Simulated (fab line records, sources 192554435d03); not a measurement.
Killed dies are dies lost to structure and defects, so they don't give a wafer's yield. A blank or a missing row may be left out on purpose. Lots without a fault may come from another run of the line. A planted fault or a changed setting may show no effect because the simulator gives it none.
fab line records | flow n5_finfet | part 1 of 2: steps 1 to 21 of 26
record lots=5 wafers=15 last_day=14
route steps=1938 shown BEOL_M1@768
lots that met no fault: from a run of the same line without faults
start_h: hours from the record's first day to the start of the lot's first wafer shown | wait_h: hours since the lot's step before | " the same as in the row above | L1.1+2: a row that stands for several wafers | - no value, or no start given | * or withheld: withheld | < > ~ a bound
route shown NAME@n: a module of which the file shows steps, and the number in the route of the first | usual: mean/standard deviation of fault-free wafers | same: alike in all rows | chamber/n: place in a boat | sites: the reading at each site | _std_site: their standard deviation | _edge_site: outer sites' mean less inner sites' | radius_mm: how far each site lies from the wafer's centre | mask NAME#n: copy n | behind: the tool/chamber that last shaped the wafer | hold: why the lot was held/for how many hours/how that ended | device: the transistor (n, p or np) that didn't switch | end of line: the same wafers' tests at the end of the route | a step without rows: its recipe alone | killed: dies lost to structure and defects at the first sort, not the wafer's yield | map: a wafer's dies, x killed, . not, _ none there
set.NAME: the setting as run; set.NAME@STEP: as run at that earlier step | model.NAME: the simulator's own value behind a step, which no gauge read
lots at some steps of the route; a table a step, a row a wafer
services: from which hour (start_h, from the record's first day; less than 0 if before it) a tool's chamber was out of use, for how many hours, and why
## steps
# step N5_BEOL_M1_ETCH_74
# recipe chemistry=N2/H2 target=underlayer target_depth_a=65 mask_material=CAR-EUV time_s=5.2 ion_energy_ev=200 pressure_mtorr=30 source_w=840 bias_w=150 n2_flow_sccm=200 h2_flow_sccm=200 ends=cleared
# usual drypump_motor_current_A=5.7/0.39 etch_rf_on_time_s=5.16/0.088 oes_product_au=0.66/0.071 rf_vpp_V=524.3/2.6 showerhead_plenum_p_Torr=2.55/0.087 throttle_valve_pct=17.88/0.25
# columns lot.wafer tool chamber start_h wait_h drypump_motor_current_A etch_rf_on_time_s oes_product_au rf_hours_counter_h rf_vpp_V showerhead_plenum_p_Torr throttle_valve_pct
L074.2 rie_diel-02 0 126.89 0.0 6.5 5.07 0.60 249 525.0 2.61 18.15
L074.4 " 1 " " 5.4 5.18 0.65 162 526.2 2.65 18.19
L074.6 " 0 " " 6.5 5.07 0.60 - 525.8 2.61 18.18
L077.1 rie_diel-02 3 143.15 0.0 5.5 5.12 0.73 51 522.6 2.57 17.67
L077.3 " 2 " " 6.2 5.12 0.60 238 526.0 2.60 18.01
L077.6 " 3 " " 5.6 5.12 0.75 - 526.5 2.57 17.66
L079.1 rie_diel-02 0 152.41 0.0 6.5 4.97 0.82 3 526.6 2.61 17.77
L079.5 " 1 " " 5.4 5.31 0.63 - 528.3 2.64 18.21
L079.6 " 2 " " 6.1 5.15 0.59 - 527.1 2.60 18.03
L080.3 rie_diel-06 0 162.05 0.0 5.2 5.28 0.61 174 520.6 2.42 17.97
L080.5 " 0 " " 5.2 5.29 0.61 - 520.2 2.42 17.99
L080.6 " 2 " " 5.9 5.22 0.60 - 521.7 2.51 17.90
L084.1 rie_diel-06 3 192.68 0.0 5.2 5.32 0.58 250 519.3 2.40 18.27
L084.4 " 0 " " 5.2 5.28 0.61 182 521.4 2.42 17.99
L084.5 " 3 " " 5.2 5.32 0.57 - 521.0 2.40 18.27
# step N5_BEOL_M1_ETCH_63
# recipe chemistry=CF4 target=SiARC target_depth_a=156 mask_material=CAR-EUV time_s=26 ion_energy_ev=80 pressure_mtorr=40 source_w=545 bias_w=36 Ar_flow_sccm=100 cf4_flow_sccm=100 ends=cleared
# usual drypump_motor_current_A=5.7/0.39 etch_rf_on_time_s=25.8/0.42 oes_product_au=0.66/0.072 rf_vpp_V=184.1/1.1 showerhead_plenum_p_Torr=2.16/0.063 throttle_valve_pct=15.68/0.23
# columns lot.wafer tool chamber start_h wait_h drypump_motor_current_A etch_rf_on_time_s oes_product_au rf_hours_counter_h rf_vpp_V showerhead_plenum_p_Torr throttle_valve_pct
L074.2 rie_diel-02 0 126.91 0.0 6.5 25.4 0.60 249 185.3 2.19 15.87
L074.4 " 1 " " 5.4 26.2 0.64 162 185.6 2.22 15.85
L074.6 " 0 " " 6.5 25.4 0.59 - 184.0 2.19 15.90
L077.1 rie_diel-02 3 143.17 0.0 5.5 25.8 0.73 51 184.3 2.18 15.45
L077.3 " 2 " " 6.1 26.0 0.60 239 186.0 2.20 15.88
L077.6 " 3 " " 5.5 25.7 0.75 - 185.4 2.18 15.46
L079.1 rie_diel-02 0 152.43 0.0 6.5 25.2 0.82 3 184.0 2.19 15.45
L079.5 " 1 " " 5.4 26.3 0.64 - 184.2 2.21 15.86
L079.6 " 2 " " 6.1 26.1 0.60 - 183.9 2.20 15.86
L080.3 rie_diel-06 0 162.07 0.0 5.2 26.1 0.62 174 183.5 2.05 15.76
L080.5 " 0 " " 5.1 26.2 0.62 - 182.0 2.05 15.77
L080.6 " 2 " " 5.9 26.2 0.60 - 181.3 2.13 15.76
L084.1 rie_diel-06 3 192.69 0.0 5.3 26.6 0.57 250 183.6 2.03 16.15
L084.4 " 0 " " 5.1 26.4 0.61 182 181.6 2.04 15.79
L084.5 " 3 " " 5.2 26.9 0.57 - 182.3 2.03 16.14
# step N5_BEOL_M1_ETCH_64
# recipe chemistry=N2/H2 target=SOC target_depth_a=750 overetch_a=150 mask_material=SiARC temp_c=40 time_s=112.5 ion_energy_ev=200 pressure_mtorr=30 source_w=840 bias_w=150 n2_flow_sccm=200 h2_flow_sccm=200
# usual drypump_motor_current_A=5.7/0.39 oes_product_au=0.61/0.062 rf_vpp_V=524.4/2.5 showerhead_plenum_p_Torr=2.55/0.087 throttle_valve_pct=17.84/0.25
# columns lot.wafer tool chamber start_h wait_h drypump_motor_current_A oes_product_au rf_hours_counter_h rf_vpp_V showerhead_plenum_p_Torr throttle_valve_pct
L074.2 rie_diel-02 0 126.94 0.0 6.5 0.55 249 524.0 2.61 18.10
L074.4 " 1 " " 5.4 0.60 162 526.6 2.65 18.17
L074.6 " 0 " " 6.5 0.55 - 527.1 2.61 18.11
L077.1 rie_diel-02 3 143.20 0.0 5.5 0.68 51 524.8 2.57 17.62
L077.3 " 2 " " 6.1 0.55 239 525.1 2.60 17.99
L077.6 " 3 " " 5.6 0.67 - 524.2 2.57 17.62
L079.1 rie_diel-02 0 152.46 0.0 6.5 0.75 3 525.5 2.61 17.75
L079.5 " 1 " " 5.4 0.60 - 527.7 2.64 18.17
L079.6 " 2 " " 6.2 0.55 - 526.5 2.60 17.98
L080.3 rie_diel-06 0 162.10 0.0 5.1 0.58 174 519.4 2.42 17.91
L080.5 " 0 " " 5.1 0.58 - 519.6 2.42 17.93
L080.6 " 2 " " 5.9 0.56 - 522.5 2.52 17.87
L084.1 rie_diel-06 3 192.72 0.0 5.2 0.55 250 520.3 2.40 18.26
L084.4 " 0 " " 5.2 0.57 182 520.3 2.42 17.93
L084.5 " 3 " " 5.2 0.54 - 519.3 2.40 18.25
# step N5_BEOL_M1_STRIP_65
# recipe chemistry=N2/H2 temp_c=40 n2_flow_sccm=200 h2_flow_sccm=200 rf_frequency_hz=6e+07
# columns lot.wafer tool chamber start_h wait_h
L074.2+4+6 rie_diel-02 0,1,0 127.05 0.1
L077.1+3+6 rie_diel-02 3,2,3 143.30 0.1
L079.1+5+6 rie_diel-02 0,1,2 152.56 0.1
L080.3+5+6 rie_diel-06 0,0,2 162.21 0.1
L084.1+4+5 rie_diel-06 3,0,3 192.83 0.1
# step N5_BEOL_M1_STRIP_75
# recipe chemistry=N2/H2 temp_c=40 n2_flow_sccm=200 h2_flow_sccm=200 rf_frequency_hz=6e+07
# columns lot.wafer tool chamber start_h wait_h
L074.2+4+6 rie_diel-02 0,1,0 127.06 0.0
L077.1+3+6 rie_diel-02 3,2,3 143.31 0.0
L079.1+5+6 rie_diel-02 0,1,2 152.57 0.0
L080.3+5+6 rie_diel-06 0,0,2 162.22 0.0
L084.1+4+5 rie_diel-06 3,0,3 192.84 0.0
# step N5_BEOL_M1_STRIP_66
# recipe chemistry=CF4 resist=SiARC power_w=300 bias_power_w=75 pressure_mtorr=50 cf4_flow_sccm=150 rf_frequency_hz=6e+07
# usual drypump_motor_current_A=5.7/0.39 oes_product_au=0.76/0.077 rf_vpp_V=271.4/1.6 showerhead_plenum_p_Torr=1.81/0.049 throttle_valve_pct=13.66/0.25
# columns lot.wafer tool chamber start_h wait_h drypump_motor_current_A oes_product_au rf_hours_counter_h rf_vpp_V showerhead_plenum_p_Torr throttle_valve_pct
L074.2 rie_diel-02 0 127.07 0.0 6.5 0.68 249 271.1 1.84 13.89
L074.4 " 1 " " 5.4 0.75 162 273.1 1.87 13.89
L074.6 " 0 " " 6.5 0.68 - 271.3 1.84 13.91
L077.1 rie_diel-02 3 143.32 0.0 5.5 0.85 51 271.7 1.82 13.37
L077.3 " 2 " " 6.1 0.70 239 273.0 1.83 13.85
L077.6 " 3 " " 5.5 0.85 - 271.7 1.82 13.36
L079.1 rie_diel-02 0 152.58 0.0 6.5 0.94 3 270.6 1.84 13.37
L079.5 " 1 " " 5.4 0.74 - 273.8 1.87 13.91
L079.6 " 2 " " 6.1 0.69 - 271.7 1.83 13.85
L080.3 rie_diel-06 0 162.23 0.0 5.2 0.72 174 269.6 1.73 13.83
L080.5 " 0 " " 5.2 0.72 - 269.5 1.73 13.81
L080.6 " 2 " " 5.9 0.70 - 269.5 1.77 13.72
L084.1 rie_diel-06 3 192.85 0.0 5.3 0.68 250 267.5 1.71 14.15
L084.4 " 0 " " 5.1 0.72 182 269.4 1.73 13.84
L084.5 " 3 " " 5.2 0.68 - 269.5 1.71 14.17
# step N5_BEOL_M1_HM_OPEN_17
# recipe chemistry=Cl2/BCl3 target_depth_a=200 overetch_a=60 target=TiN mask_material=SOC ion_energy_ev=150 pressure_mtorr=10 icp_w=1000 bias_w=126 Cl2_flow_sccm=53.25 bcl3_flow_sccm=21.75 Ar_flow_sccm=25
# usual drypump_motor_current_A=5.7/0.43 oes_product_au=0.70/0.079 throttle_valve_pct=22.22/0.23
# columns lot.wafer tool chamber start_h wait_h drypump_motor_current_A oes_product_au rf_hours_counter_h throttle_valve_pct
L074.2 rie_metal-03 1 127.14 0.1 5.4 0.75 - 22.15
L074.4 " 1 " " 5.5 0.75 - 22.16
L074.6 " 1 " " 5.4 0.75 - 22.15
L077.1 rie_metal-02 0 143.36 0.0 5.4 0.51 126 22.83
L077.3 " 0 " " 5.4 0.52 - 22.83
L077.6 " 1 " " 5.3 0.70 - 22.30
L079.1 rie_metal-03 1 152.62 0.0 5.4 0.72 12 22.16
L079.5 " 0 " " 5.6 0.81 - 22.31
L079.6 " 1 " " 5.4 0.74 - 22.16
L080.3 rie_metal-01 0 162.30 0.1 6.4 0.65 - 21.98
L080.5 " 1 " " 6.1 0.68 - 22.07
L080.6 " 0 " " 6.4 0.66 - 21.98
L084.1 rie_metal-01 0 192.89 0.0 6.4 0.66 47 21.95
L084.4 " 0 " " 6.5 0.66 - 21.97
L084.5 " 1 " " 6.0 0.69 - 22.06
# step N5_BEOL_M1_STRIP_19
# recipe chemistry=O2 power_w=400 temp_c=40 pressure_mtorr=30 rf_frequency_hz=6e+07 bias_power_w=0 overash_fraction=0.2 o2_flow_sccm=225
# usual drypump_motor_current_A=5.7/0.39 o2_flow_sccm=224.9/0.74 oes_product_au=0.78/0.087 rf_vpp_V=3.7/0.48 showerhead_plenum_p_Torr=2.11/0.068 throttle_valve_pct=16.68/0.24
# columns lot.wafer tool chamber start_h wait_h drypump_motor_current_A o2_flow_sccm oes_product_au rf_hours_counter_h rf_vpp_V showerhead_plenum_p_Torr throttle_valve_pct
L074.2 rie_diel-06 1 127.32 0.2 6.0 225.8 0.89 38 3.4 2.05 16.20
L074.4 " 2 " " 5.9 224.5 0.71 - 4.0 2.07 16.73
L074.6 " 0 " " 5.2 224.9 0.71 - 3.7 1.99 16.76
L077.1 rie_diel-06 1 143.63 0.2 6.1 225.6 0.89 44 3.5 2.04 16.20
L077.3 " 2 " " 5.9 224.9 0.70 204 4.0 2.07 16.74
L077.6 " 1 " " 6.0 224.9 0.89 - 3.8 2.04 16.22
L079.1 rie_diel-02 1 152.74 0.1 5.3 225.1 0.73 173 3.3 2.17 16.89
L079.5 " 3 " " 5.5 223.7 0.85 - 4.6 2.13 16.51
L079.6 " 0 " " 6.4 224.9 0.96 - 4.3 2.16 16.57
L080.3 rie_diel-02 0 162.38 0.1 6.5 224.2 0.95 7 3.9 2.16 16.58
L080.5 " 2 " " 6.1 224.8 0.69 - 4.3 2.15 16.90
L080.6 " 3 " " 5.5 225.7 0.85 - 4.1 2.13 16.53
L084.1 rie_diel-05 3 193.00 0.1 5.7 226.4 0.71 231 4.3 2.16 16.88
L084.4 " 0 " " 5.1 225.0 0.69 235 4.1 2.16 17.02
L084.5 " 1 " " 5.8 225.3 0.77 - 3.4 2.17 16.41
# step N5_BEOL_M1_CD_MEAS_18
# recipe pitch_nm=36 target_cd_nm=18
# usual cd_nm=18.0/0.31
# columns lot.wafer tool chamber start_h wait_h cd_nm
L074.2 cd_sem-03 - 127.39 0.1 17.9
L074.4 " - " " 18.1
L074.6 " - " " 17.8
L077.1 cd_sem-02 - 143.70 0.0 17.8
L077.3 " - " " 18.1
L077.6 " - " " 17.5
L079.1 cd_sem-01 - 152.80 0.0 17.5
L079.5 " - " " 18.2
L079.6 " - " " 18.2
L080.3 cd_sem-02 - 162.46 0.1 18.3
L080.5 " - " " 17.8
L080.6 " - " " 17.9
L084.1 cd_sem-02 - 193.07 0.0 17.8
L084.4 " - " " 17.8
L084.5 " - " " 17.8
# step N5_BEOL_M1_COAT_67
# recipe resist=SOC temp_c=250 time_s=60 spin_rpm=1500 resist_thk_nm=60
# usual dispense_pressure_kPa=46.5/1.1 spin_speed_rpm=1499.9/0.77
# columns lot.wafer tool chamber start_h wait_h dispense_pressure_kPa spin_speed_rpm
L074.2 litho_track-02 0 127.43 0.0 46.5 1499.0
L074.4 " 0 " " 46.5 1498.8
L074.6 " 0 " " 46.5 1500.1
L077.1 litho_track-02 0 143.74 0.0 46.5 1499.8
L077.3 " 0 " " 46.5 1500.1
L077.6 " 0 " " 46.5 1500.0
L079.1 litho_track-02 0 152.84 0.0 46.5 1498.7
L079.5 " 0 " " 46.5 1499.3
L079.6 " 0 " " 46.5 1500.0
L080.3 litho_track-02 0 162.49 0.0 46.5 1499.9
L080.5 " 0 " " 46.5 1499.3
L080.6 " 0 " " 46.5 1500.0
L084.1 litho_track-05 0 193.11 0.0 47.9 1499.8
L084.4 " 0 " " 47.9 1500.5
L084.5 " 0 " " 47.9 1498.9
# step N5_BEOL_M1_COAT_68
# recipe resist=SiARC temp_c=220 time_s=60 spin_rpm=1500 resist_thk_nm=12
# usual dispense_pressure_kPa=46.6/1 spin_speed_rpm=1500.1/0.94
# columns lot.wafer tool chamber start_h wait_h dispense_pressure_kPa spin_speed_rpm
L074.2 litho_track-02 0 - - 46.6 1499.1
L074.4 " 0 " " 46.6 1499.8
L074.6 " 0 " " 46.6 1498.2
L077.1 litho_track-02 0 - - 46.5 1500.2
L077.3 " 0 " " 46.6 1500.1
L077.6 " 0 " " 46.5 1500.5
L079.1 litho_track-02 0 - - 46.6 1500.7
L079.5 " 0 " " 46.5 1500.1
L079.6 " 0 " " 46.5 1500.6
L080.3 litho_track-02 0 - - 46.5 1498.7
L080.5 " 0 " " 46.5 1500.6
L080.6 " 0 " " 46.5 1500.4
L084.1 litho_track-05 0 - - 47.9 1500.9
L084.4 " 0 " " 47.9 1499.9
L084.5 " 0 " " 47.9 1500.2
# step N5_BEOL_M1_COAT_76
# recipe resist=underlayer temp_c=205 time_s=60 spin_rpm=1500 resist_thk_nm=5
# usual dispense_pressure_kPa=46.6/1.1 spin_speed_rpm=1500.2/0.86
# columns lot.wafer tool chamber start_h wait_h dispense_pressure_kPa spin_speed_rpm
L074.2 litho_track-02 0 - - 46.5 1500.8
L074.4 " 0 " " 46.5 1500.9
L074.6 " 0 " " 46.5 1500.3
L077.1 litho_track-02 0 - - 46.6 1499.2
L077.3 " 0 " " 46.6 1498.3
L077.6 " 0 " " 46.6 1497.9
L079.1 litho_track-02 0 - - 46.6 1498.9
L079.5 " 0 " " 46.6 1501.5
L079.6 " 0 " " 46.6 1499.4
L080.3 litho_track-02 0 - - 46.6 1501.7
L080.5 " 0 " " 46.6 1501.2
L080.6 " 0 " " 46.6 1499.4
L084.1 litho_track-05 0 - - 48.0 1500.0
L084.4 " 0 " " 47.9 1499.6
L084.5 " 0 " " 47.9 1497.8
# step N5_BEOL_M1_COAT_22
# recipe resist=CAR-EUV spin_rpm=1500 resist_thk_nm=30
# usual dispense_pressure_kPa=46.6/1.1 spin_speed_rpm=1499.8/0.81
# columns lot.wafer tool chamber start_h wait_h dispense_pressure_kPa spin_speed_rpm
L074.2 litho_track-02 0 - - 46.5 1498.8
L074.4 " 0 " " 46.5 1500.1
L074.6 " 0 " " 46.5 1500.0
L077.1 litho_track-02 0 - - 46.5 1500.4
L077.3 " 0 " " 46.5 1500.9
L077.6 " 0 " " 46.5 1500.2
L079.1 litho_track-02 0 - - 46.6 1497.8
L079.5 " 0 " " 46.6 1499.6
L079.6 " 0 " " 46.5 1500.7
L080.3 litho_track-02 0 - - 46.5 1500.2
L080.5 " 0 " " 46.6 1499.4
L080.6 " 0 " " 46.5 1499.5
L084.1 litho_track-05 0 - - 47.9 1500.4
L084.4 " 0 " " 47.9 1502.4
L084.5 " 0 " " 47.9 1500.1
# step N5_BEOL_M1_EBR_24
# recipe solvent=PGMEA ebr_width_mm=1.5
# columns lot.wafer tool chamber start_h wait_h
L074.2+4+6 litho_track-02 0 - -
L077.1+3+6 litho_track-02 0 - -
L079.1+5+6 litho_track-02 0 - -
L080.3+5+6 litho_track-02 0 - -
L084.1+4+5 litho_track-05 0 - -
# step N5_BEOL_M1_SOFTBAKE_23
# recipe temp_c=110 time_s=60 resist=CAR-EUV
# columns lot.wafer tool chamber start_h wait_h
L074.2+4+6 litho_track-02 0 - -
L077.1+3+6 litho_track-02 0 - -
L079.1+5+6 litho_track-02 0 - -
L080.3+5+6 litho_track-02 0 - -
L084.1+4+5 litho_track-05 0 - -
# step N5_BEOL_M1_EXPOSE_25
# recipe mask_id=V0 na=0.33 source_shape=quasar sigma_inner=0.2 sigma_outer=0.8 polarization=unpolarized defocus_nm=5 target_cd_nm=24 dose_mj=63
# same na=0.33
# columns lot.wafer tool chamber start_h wait_h mask
L074.2+4+6 euv_scanner-01 0 127.57 - V0#0
L077.1+3+6 euv_scanner-02 0 143.88 - V0#0
L079.1+5+6 euv_scanner-02 0 152.98 - V0#0
L080.3+5+6 euv_scanner-01 0 162.77 - V0#0
L084.1+4+5 euv_scanner-02 0 193.29 - V0#0
# step N5_BEOL_M1_PEB_26
# recipe peb_temp_c=100 peb_time_s=60 resist=CAR-EUV
# same peb_time_s=60
# columns lot.wafer tool chamber start_h wait_h
L074.2+4+6 litho_track-01 0 127.64 0.1
L077.1+3+6 litho_track-02 0 143.95 0.1
L079.1+5+6 litho_track-05 0 153.06 0.1
L080.3+5+6 litho_track-05 0 162.83 0.1
L084.1+4+5 litho_track-05 0 193.37 0.1
# step N5_BEOL_M1_DEVELOP_27
# recipe develop_time_s=30 developer=TMAH resist=CAR-EUV rinse_liquid=surfactant_rinse dry=air_spin dev_temp_c=23
# columns lot.wafer tool chamber start_h wait_h
L074.2+4+6 litho_track-01 0 - -
L077.1+3+6 litho_track-02 0 - -
L079.1+5+6 litho_track-05 0 - -
L080.3+5+6 litho_track-05 0 - -
L084.1+4+5 litho_track-05 0 - -
# step N5_BEOL_M1_CD_MEAS_28
# recipe landing_energy_ev=500 detector=se_inlens target_cd_y_nm=23.3
# usual cd_nm=24.05/0.24
# columns lot.wafer tool chamber start_h wait_h cd_nm
L074.2 cd_sem-03 0 127.71 - 24.20
L074.4 " 0 " " 23.63
L074.6 " 0 " " 24.07
L077.1 cd_sem-03 0 144.02 - 24.55
L077.3 " 0 " " 24.03
L077.6 " 0 " " 23.98
L079.1 cd_sem-01 0 153.12 - 23.98
L079.5 " 0 " " 24.15
L079.6 " 0 " " 23.96
L080.3 cd_sem-02 0 162.90 - 23.88
L080.5 " 0 " " 23.92
L080.6 " 0 " " 24.40
L084.1 cd_sem-03 0 193.43 - 24.32
L084.4 " 0 " " 23.93
L084.5 " 0 " " 24.13
# step N5_BEOL_M1_OVL_MEAS_29
# recipe points_per_wafer=522
# usual V0_OVL=-0.3/0.73
# columns lot.wafer tool chamber start_h wait_h V0_OVL[nm]
L074.2 overlay-01 0 127.75 0.0 0.1
L074.4 " 0 " " -0.5
L074.6 " 0 " " 0.2
L077.1 overlay-01 0 144.05 0.0 0.5
L077.3 " 0 " " 0.1
L077.6 " 0 " " 1.0
L079.1 overlay-01 0 153.15 0.0 -0.4
L079.5 " 0 " " -0.9
L079.6 " 0 " " -0.4
L080.3 overlay-01 0 162.94 0.0 -0.5
L080.5 " 0 " " -0.1
L080.6 " 0 " " -0.1
L084.1 overlay-01 0 193.46 0.0 -1.1
L084.4 " 0 " " -0.3
L084.5 " 0 " " -1.8
# step N5_BEOL_M1_INSPECT_30
# recipe mode=adi inspect_instrument=brightfield
# usual raw_defect_count=385/94
# columns lot.wafer tool chamber start_h wait_h raw_defect_count
L074.2 defect_inspect-02 - 127.80 0.0 355
L074.4 " - " " 387
L074.6 " - " " 402
L077.1 defect_inspect-02 - 144.12 0.1 294
L077.3 " - " " 267
L077.6 " - " " 325
L079.1 defect_inspect-01 - 153.21 0.1 318
L079.5 " - " " 450
L079.6 " - " " 453
L080.3 defect_inspect-02 - 162.99 0.0 404
L080.5 " - " " 445
L080.6 " - " " 422
L084.1 defect_inspect-01 - 193.52 0.1 730
L084.4 " - " " 356
L084.5 " - " " 716
